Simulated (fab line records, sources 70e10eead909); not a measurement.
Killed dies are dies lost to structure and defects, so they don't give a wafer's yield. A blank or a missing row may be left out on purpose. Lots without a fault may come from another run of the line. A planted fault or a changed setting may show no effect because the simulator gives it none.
Chamber matching | flow nand_harc | NHARC_A_BLC_STRIP_29 on rie_diel-09: 4 sister chambers
The step strips in CF4. 36 wafers are shown with their chamber, then 12 later ones without.

WAFERS WITH THEIR CHAMBER
wafer  | chamber | showerhead_plenum_p_Torr (Torr) | drypump_motor_current_A (A) | rf_vpp_V (V)
L076.2 | 2       | 1.87                            | 5.8                         | 60.4
L076.3 | 3       | 1.68                            | 5.5                         | 59.1
L076.4 | 0       | 1.81                            | 5.4                         | 58.7
L078.1 | 2       | 1.87                            | 5.8                         | 58.0
L078.2 | 3       | 1.68                            | 5.5                         | 58.2
L078.3 | 1       | 1.75                            | 5.6                         | 60.0
L078.4 | 0       | 1.81                            | 5.4                         | 58.7
L078.5 | 2       | 1.87                            | 5.8                         | 60.1
L078.6 | 1       | 1.75                            | 5.6                         | 59.2
L077.1 | 1       | 1.75                            | 5.6                         | 59.2
L077.5 | 0       | 1.81                            | 5.4                         | 59.2
L077.6 | 3       | 1.68                            | 5.6                         | 57.6
L079.1 | 0       | 1.81                            | 5.4                         | 59.5
L079.2 | 2       | 1.87                            | 5.8                         | 60.2
L079.3 | 1       | 1.75                            | 5.6                         | 58.3
L081.1 | 3       | 1.68                            | 5.5                         | 57.2
L081.3 | 0       | 1.81                            | 5.4                         | 60.2
L081.4 | 2       | 1.87                            | 5.8                         | 60.3
L080.1 | 3       | 1.68                            | 5.5                         | 58.7
L080.4 | 0       | 1.81                            | 5.4                         | 59.5
L080.5 | 0       | 1.81                            | 5.4                         | 60.4
L083.3 | 3       | 1.68                            | 5.5                         | 57.3
L083.4 | 0       | 1.81                            | 5.4                         | 60.1
L083.6 | 3       | 1.68                            | 5.5                         | 60.2
L082.3 | 2       | 1.87                            | 5.7                         | 59.9
L082.4 | 1       | 1.75                            | 5.6                         | 59.6
L082.6 | 0       | 1.81                            | 5.4                         | 58.8
L088.2 | 3       | 1.67                            | 5.5                         | 59.5
L088.4 | 1       | 1.75                            | 5.6                         | 59.0
L088.6 | 2       | 1.87                            | 5.7                         | 60.4
L086.1 | 2       | 1.87                            | 5.8                         | 60.0
L086.4 | 3       | 1.68                            | 5.5                         | 58.8
L086.6 | 3       | 1.67                            | 5.4                         | 58.2
L091.1 | 1       | 1.75                            | 5.6                         | 59.0
L091.5 | 2       | 1.87                            | 5.7                         | 61.3
L091.6 | 3       | 1.67                            | 5.6                         | 59.0

SIGNATURES (means of the wafers above)
reading                  | chamber 0 | chamber 1 | chamber 2 | chamber 3 | scatter within a chamber
showerhead_plenum_p_Torr | 1.8100    | 1.7500    | 1.8700    | 1.6773    | 0.00261
drypump_motor_current_A  | 5.400     | 5.600     | 5.767     | 5.509     | 0.0392
rf_vpp_V                 | 59.456    | 59.186    | 60.067    | 58.527    | 0.792
Rule: a wafer's distance from a chamber is the root of the sum, over the readings, of the square of ((its reading less the chamber's mean) divided by the reading's scatter). The wafer belongs to the nearest chamber; if the next one is less than 2 further off, it can't be placed. The scatter: the root of (the sum of the squares of (reading less its chamber's mean) over the shown wafers, divided by (wafers less chambers)).

WAFERS WITHOUT THEIR CHAMBER
wafer  | showerhead_plenum_p_Torr (Torr) | drypump_motor_current_A (A) | rf_vpp_V (V)
L085.2 | 1.67                            | 5.5                         | 60.8
L085.4 | 1.81                            | 5.4                         | 59.0
L085.6 | 1.75                            | 5.6                         | 60.0
L089.1 | 1.67                            | 5.5                         | 59.7
L089.2 | 1.81                            | 5.4                         | 59.9
L089.4 | 1.75                            | 5.6                         | 58.7
L094.1 | 1.86                            | 5.7                         | 59.9
L094.2 | 1.75                            | 5.6                         | 58.9
L094.6 | 1.81                            | 5.4                         | 59.5
L095.1 | 1.86                            | 5.7                         | 60.6
L095.2 | 1.75                            | 5.6                         | 59.2
L095.3 | 1.67                            | 5.6                         | 60.4

WHICH CHAMBER EACH WENT THROUGH
wafer  | from the rows above | in truth
L085.2 | 3                   | 3
L085.4 | 0                   | 0
L085.6 | 1                   | 1
L089.1 | 3                   | 3
L089.2 | 0                   | 0
L089.4 | 1                   | 1
L094.1 | 2                   | 2
L094.2 | 1                   | 1
L094.6 | 0                   | 0
L095.1 | 2                   | 2
L095.2 | 1                   | 1
L095.3 | 3                   | 3
Placed correctly: 12 of 12. Can't be placed from these rows: 0. Placed wrongly: 0.
